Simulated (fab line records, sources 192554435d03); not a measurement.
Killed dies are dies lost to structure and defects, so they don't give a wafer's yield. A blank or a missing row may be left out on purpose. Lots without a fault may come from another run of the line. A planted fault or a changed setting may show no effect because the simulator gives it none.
fab line records | flow n5_finfet | part 2 of 2: steps 5 to 6 of 6
record lots=24 wafers=72 last_day=18
route steps=1938 shown ZERO_LAYER@13 WELL_APT@56 PMOS_HMC_CHANNEL_EPI@69 FIN_SAQP@98
lots that met no fault: from a run of the same line without faults
start_h: hours from the record's first day to the start of the lot's first wafer shown | wait_h: hours since the lot's step before | " the same as in the row above | L1.1+2: a row that stands for several wafers | - no value, or no start given | * or withheld: withheld | < > ~ a bound
route shown NAME@n: a module of which the file shows steps, and the number in the route of the first | usual: mean/standard deviation of fault-free wafers | same: alike in all rows | chamber/n: place in a boat | sites: the reading at each site | _std_site: their standard deviation | _edge_site: outer sites' mean less inner sites' | radius_mm: how far each site lies from the wafer's centre | mask NAME#n: copy n | behind: the tool/chamber that last shaped the wafer | hold: why the lot was held/for how many hours/how that ended | device: the transistor (n, p or np) that didn't switch | end of line: the same wafers' tests at the end of the route | a step without rows: its recipe alone | killed: dies lost to structure and defects at the first sort, not the wafer's yield | map: a wafer's dies, x killed, . not, _ none there
set.NAME: the setting as run; set.NAME@STEP: as run at that earlier step | model.NAME: the simulator's own value behind a step, which no gauge read
steps of the route over a sample of lots; a table a step, a row a wafer
services: from which hour (start_h, from the record's first day; less than 0 if before it) a tool's chamber was out of use, for how many hours, and why
## steps
# step N5_FIN_SAQP_PECVD_47
# recipe material=a-Si target_thk_a=450 temp_c=400 precursor=SiH4/He pressure_torr=3 rf_w=100 time_s=36.3
# usual chamber_pressure_Torr=2.999/0.0066 heater_power_w=849/90 rf_fwd_power_W=99.0/0.35 showerhead_plenum_p_Torr=5.67/0.031 throttle_valve_pct=18.4/1.2
# columns lot.wafer tool chamber start_h wait_h chamber_pressure_Torr heater_power_w rf_fwd_power_W showerhead_plenum_p_Torr throttle_valve_pct
L074.1 pecvd-01 1 20.53 0.0 3.000 773 98.9 5.71 18.6
L074.2 " 0 " " 2.997 824 98.9 5.66 17.5
L074.3 " 2 " " 3.012 996 99.2 5.64 17.1
L075.1 pecvd-04 2 26.61 0.0 2.991 700 98.8 5.61 16.9
L075.5 " 1 " " 2.998 845 99.2 5.70 17.3
L075.6 " 0 " " 2.994 897 98.9 5.68 20.7
L076.1 pecvd-04 2 32.74 0.0 2.992 663 99.4 5.60 17.1
L076.3 " 0 " " 2.997 890 98.3 5.67 20.6
L076.4 " 0 " " 3.003 874 98.7 5.67 20.5
L077.1 pecvd-01 1 38.79 0.0 2.997 837 99.1 5.69 18.7
L077.5 " 1 " " 2.984 837 99.0 5.70 18.5
L077.6 " 2 " " 2.990 1042 99.7 5.65 17.0
L078.3 pecvd-03 2 44.85 0.0 2.999 797 99.1 5.70 18.7
L078.4 " 2 " " 2.996 811 98.6 5.70 18.9
L078.6 " 1 " " 3.000 907 99.3 5.71 19.7
L079.2 pecvd-03 0 51.46 0.0 2.992 814 98.8 5.68 17.7
L079.3 " 1 " " 2.999 913 99.1 5.71 19.4
L079.4 " 2 " " 3.005 824 99.1 5.69 18.8
L080.1 pecvd-04 1 57.93 0.0 3.000 920 98.5 5.69 17.4
L080.3 " 2 " " 3.005 676 99.0 5.62 17.2
L080.5 " 1 " " 2.997 949 98.7 5.69 17.2
L081.1 pecvd-04 2 63.61 0.0 2.998 788 98.6 5.60 17.4
L081.4 " 0 " " 3.004 795 98.8 5.68 20.6
L081.6 " 2 " " 3.007 763 98.7 5.60 17.1
L082.1 pecvd-03 0 68.61 0.0 3.000 959 99.4 5.70 17.5
L082.4 " 2 " " 3.000 759 99.2 5.68 18.9
L082.5 " 0 " " 3.002 932 99.0 5.68 17.3
L083.2 pecvd-03 1 75.23 0.0 2.994 982 99.5 5.71 19.3
L083.5 " 0 " " 3.000 822 99.4 5.70 17.4
L083.6 " 2 " " 2.990 773 99.0 5.70 18.9
L084.1 pecvd-03 2 81.21 0.0 2.988 725 98.7 5.69 18.8
L084.4 " 2 " " 3.005 741 99.0 5.71 18.7
L084.5 " 1 " " 3.003 922 99.7 5.71 19.6
L085.1 pecvd-01 2 87.46 0.0 3.001 1115 99.2 5.64 17.2
L085.4 " 2 " " 3.010 1119 99.3 5.66 17.3
L085.6 " 1 " " 3.003 876 99.4 5.69 18.5
L086.1 pecvd-04 1 93.88 0.0 3.004 923 98.7 5.70 17.4
L086.4 " 0 " " 3.002 828 98.9 5.68 20.5
L086.5 " 1 " " 3.006 938 98.5 5.68 17.3
L087.3 pecvd-03 0 99.18 0.0 3.005 896 99.3 5.69 17.7
L087.4 " 2 " " 2.986 779 99.0 5.70 18.7
L087.6 " 0 " " 2.996 900 99.3 5.69 17.4
L088.1 pecvd-04 2 104.67 0.0 3.008 797 98.8 5.62 17.2
L088.2 " 1 " " 3.011 967 98.5 5.70 17.3
L088.6 " 2 " " 3.006 791 99.0 5.61 17.3
L089.1 pecvd-03 0 111.03 0.0 2.984 934 99.3 5.70 17.4
L089.2 " 1 " " 3.010 980 98.9 5.72 19.7
L089.4 " 2 " " 3.008 777 98.9 5.68 18.8
L090.1 pecvd-04 2 116.87 0.0 2.997 734 98.5 5.62 17.4
L090.2 " 0 " " 2.990 810 99.6 5.67 20.8
L090.3 " 1 " " 2.998 910 99.1 5.70 17.2
L091.1 pecvd-04 1 124.15 0.0 2.992 955 98.4 5.69 17.2
L091.4 " 1 " " 3.003 935 98.5 5.69 17.4
L091.6 " 0 " " 2.995 795 99.2 5.66 20.7
L092.1 pecvd-03 1 128.75 0.0 3.008 906 98.7 5.70 19.3
L092.2 " 2 " " 3.008 808 98.7 5.68 18.9
L092.3 " 0 " " 3.001 950 99.2 5.68 17.6
L093.3 pecvd-04 1 134.35 0.0 2.998 846 98.5 5.68 17.2
L093.4 " 0 " " 3.001 807 99.5 5.69 20.4
L093.6 " 2 " " 3.000 791 99.4 5.61 17.3
L094.1 pecvd-03 0 140.48 0.0 2.987 945 99.2 5.68 17.7
L094.4 " 0 " " 2.995 951 98.9 5.69 17.6
L094.6 " 1 " " 3.003 845 98.9 5.70 19.9
L095.2 pecvd-04 0 147.18 0.0 3.004 772 99.0 5.68 20.6
L095.3 " 2 " " 3.010 813 99.0 5.62 17.4
L095.6 " 1 " " 2.997 889 98.9 5.69 17.3
L096.1 pecvd-04 2 152.75 0.0 2.995 684 99.1 5.63 17.3
L096.2 " 0 " " 3.001 836 99.4 5.67 20.7
L096.5 " 1 " " 2.996 932 98.8 5.68 17.3
L097.1 pecvd-01 1 159.66 0.0 2.991 897 98.6 5.71 18.5
L097.4 " 2 " " 2.988 1029 99.5 5.65 17.8
L097.6 " 1 " " 2.995 911 98.8 5.68 18.6
# step N5_FIN_SAQP_SPACER1_ALD_24
# recipe material=SiO2 target_thk_a=203 temp_c=300 ald_precursor_family=BDEAS ald_co_reactant=O2-plasma pulse_time_s=1 purge_time_s=2 co_reactant_purge_time_s=2 ald_cycles=218 pressure_torr=2
# usual chamber_pressure_Torr=2.000/0.0046 heater_power_w=489/56 precursor_pulse_height_rel=0.999/0.02
# same purge_time_s=2
# columns lot.wafer tool chamber start_h wait_h chamber_pressure_Torr heater_power_w precursor_pulse_height_rel
L074.1 ald_sin-02 0 22.40 0.3 1.991 469 0.964
L074.2 " 2 " " 1.998 412 1.012
L074.3 " 3 " " 1.998 547 1.004
L075.1 ald_sin-01 3 28.32 0.3 2.002 510 1.018
L075.5 " 3 " " 2.003 526 0.983
L075.6 " 2 " " 2.002 588 0.992
L076.1 ald_sin-03 3 34.84 0.3 2.000 470 1.003
L076.3 " 0 " " 2.000 500 0.999
L076.4 " 2 " " 2.000 485 0.984
L077.1 ald_sin-01 1 40.63 0.3 2.005 555 0.984
L077.5 " 2 " " 2.000 594 0.991
L077.6 " 1 " " 1.997 566 0.976
L078.3 ald_sin-03 2 46.74 0.1 1.999 507 1.002
L078.4 " 3 " " 2.004 467 0.979
L078.6 " 2 " " 1.999 501 1.023
L079.2 ald_sin-03 2 53.28 0.3 1.995 501 1.010
L079.3 " 3 " " 1.994 468 1.001
L079.4 " 1 " " 1.997 424 1.017
L080.1 ald_sin-02 1 60.23 0.4 1.996 408 0.985
L080.3 " 3 " " 1.990 562 0.986
L080.5 " 3 " " 1.998 540 1.009
L081.1 ald_sin-01 3 65.68 0.3 1.998 515 1.036
L081.4 " 0 " " 1.999 444 0.992
L081.6 " 2 " " 1.999 592 0.980
L082.1 ald_sin-03 3 70.50 0.3 2.005 475 0.979
L082.4 " 1 " " 1.995 429 0.972
L082.5 " 1 " " 1.993 431 1.007
L083.2 ald_sin-03 1 77.14 0.3 2.003 431 0.990
L083.5 " 2 " " 2.001 502 0.984
L083.6 " 3 " " 1.998 477 1.000
L084.1 ald_sin-03 3 83.24 0.3 1.990 464 1.000
L084.4 " 0 " " 2.001 501 1.010
L084.5 " 3 " " 1.997 480 1.019
L085.1 ald_sin-03 0 90.18 1.0 2.009 509 0.989
L085.4 " 3 " " 1.989 475 0.990
L085.6 " 1 " " 1.997 428 0.984
L086.1 ald_sin-02 3 96.98 1.4 2.000 554 0.982
L086.4 " 0 " " 1.995 473 1.016
L086.5 " 1 " " 2.005 401 1.001
L087.3 ald_sin-03 2 101.04 0.1 2.004 508 1.005
L087.4 " 1 " " 2.005 425 1.028
L087.6 " 2 " " 2.008 493 1.014
L088.1 ald_sin-03 2 106.53 0.3 1.993 497 0.991
L088.2 " 3 " " 1.999 471 1.007
L088.6 " 1 " " 1.995 432 1.022
L089.1 ald_sin-03 1 113.88 1.1 2.005 431 1.015
L089.2 " 0 " " 2.001 502 0.994
L089.4 " 2 " " 2.007 493 1.017
L090.1 ald_sin-02 3 119.30 0.9 2.003 543 1.026
L090.2 " 2 " " 1.995 413 1.002
L090.3 " 1 " " 1.998 418 1.028
L091.1 ald_sin-02 0 126.37 0.6 1.996 474 1.025
L091.4 " 1 " " 2.007 412 1.000
L091.6 " 1 " " 1.999 402 0.981
L092.1 ald_sin-01 3 130.64 0.3 1.997 520 1.008
L092.2 " 1 " " 1.998 548 1.018
L092.3 " 0 " " 1.994 408 1.027
L093.3 ald_sin-01 1 136.14 0.1 1.995 542 1.011
L093.4 " 2 " " 2.007 598 1.034
L093.6 " 2 " " 1.996 582 1.002
L094.1 ald_sin-01 2 142.47 0.4 2.009 581 1.016
L094.4 " 3 " " 2.004 495 1.044
L094.6 " 0 " " 2.000 420 1.015
L095.2 ald_sin-02 2 149.17 0.3 2.005 424 0.994
L095.3 " 1 " " 1.995 404 1.040
L095.6 " 0 " " 1.992 473 0.962
L096.1 ald_sin-01 1 155.06 0.5 1.998 560 1.008
L096.2 " 2 " " 2.005 596 0.996
L096.5 " 1 " " 2.003 560 0.978
L097.1 ald_sin-02 0 162.15 0.3 2.002 481 0.977
L097.4 " 2 " " 2.000 411 0.996
L097.6 " 3 " " 1.998 549 0.975
## services
# columns tool chamber start_h hours kind
rie_diel-05 0 -9.75 15.0 repair
ald_sin-03 - -4.68 14.0 pm
rie_diel-02 2 12.84 2.6 repair
ald_sin-03 - 21.89 0.8 repair
ald_sin-03 2 24.61 2.6 repair
rie_diel-02 1 36.31 3.8 repair
pecvd-04 - 43.47 2.3 repair
pecvd-03 - 45.86 1.1 repair
ald_sin-02 - 52.92 1.2 repair
rie_diel-02 - 56.32 2.8 pm
rie_diel-05 0 56.42 14.8 repair
rie_diel-05 1 74.20 - clean
rie_diel-05 1 74.20 - consumable_replace:focus_ring
rie_diel-05 1 74.20 19.4 scheduled_down
rie_diel-05 1 74.20 19.4 vent_cycle
ald_sin-01 0 79.67 12.1 repair
ald_sin-01 - 85.25 14.0 pm
rie_diel-05 3 106.00 - clean
rie_diel-06 3 106.80 1.2 repair
rie_diel-06 - 110.12 0.7 repair
ald_sin-02 - 112.02 6.1 pm
pecvd-04 - 130.61 2.8 pm
pecvd-01 - 131.39 2.0 repair
rie_diel-06 0 151.75 8.8 repair
